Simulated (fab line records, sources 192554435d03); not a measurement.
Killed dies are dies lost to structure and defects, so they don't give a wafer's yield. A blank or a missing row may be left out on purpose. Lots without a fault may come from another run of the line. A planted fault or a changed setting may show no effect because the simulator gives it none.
Chamber matching | flow n5_finfet | N5_BEOL_M3_DEP_57 on pecvd-01: 3 sister chambers
The step deposits SiCN from 3MS/NH3, target thk 8 nm, time 14 s. 6 wafers are shown with their chamber, then 12 later ones without.

WAFERS WITH THEIR CHAMBER
wafer  | chamber | showerhead_plenum_p_Torr (Torr) | throttle_valve_pct (%)
L084.5 | 2       | 3.658                           | 9.4
L086.3 | 2       | 3.659                           | 9.7
L086.5 | 0       | 3.654                           | 9.0
L087.2 | 1       | 3.673                           | 9.7
L087.4 | 0       | 3.643                           | 9.4
L087.5 | 1       | 3.669                           | 9.5

WAFERS WITHOUT THEIR CHAMBER
wafer  | showerhead_plenum_p_Torr (Torr) | throttle_valve_pct (%)
L089.1 | 3.664                           | 9.0
L089.5 | 3.675                           | 9.5
L089.6 | 3.653                           | 8.7
L091.1 | 3.645                           | 8.9
L091.4 | 3.657                           | 9.3
L091.5 | 3.665                           | 9.4
L093.2 | 3.671                           | 9.3
L093.3 | 3.662                           | 9.1
L093.4 | 3.660                           | 8.4
L092.4 | 3.666                           | 8.7
L092.5 | 3.651                           | 9.0
L092.6 | 3.673                           | 9.4

WHICH CHAMBER EACH WENT THROUGH
wafer  | from the rows above          | in truth
L089.1 | can't be placed: 2 or 1 or 0 | 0
L089.5 | 1                            | 1
L089.6 | can't be placed: 0 or 2      | 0
L091.1 | 0                            | 0
L091.4 | can't be placed: 2 or 0      | 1
L091.5 | can't be placed: 2 or 1      | 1
L093.2 | can't be placed: 1 or 2      | 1
L093.3 | can't be placed: 2 or 0 or 1 | 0
L093.4 | can't be placed: 0 or 2 or 1 | 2
L092.4 | can't be placed: 2 or 1 or 0 | 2
L092.5 | can't be placed: 0 or 2      | 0
L092.6 | 1                            | 1
Placed correctly: 3 of 12. Can't be placed from these rows: 9 (the true chamber is among the candidates in 8). Placed wrongly: 0.
How it was worked out, from the rows above alone: a wafer's distance from a chamber is the root of the sum, over the readings, of the square of ((its reading less the chamber's mean) divided by the reading's scatter). The wafer belongs to the nearest chamber; if the next one is less than 2 further off, it can't be placed. A chamber's mean is the mean of its shown wafers. The scatter: the root of (the sum of the squares of (reading less its chamber's mean) over the shown wafers, divided by (wafers less chambers)).
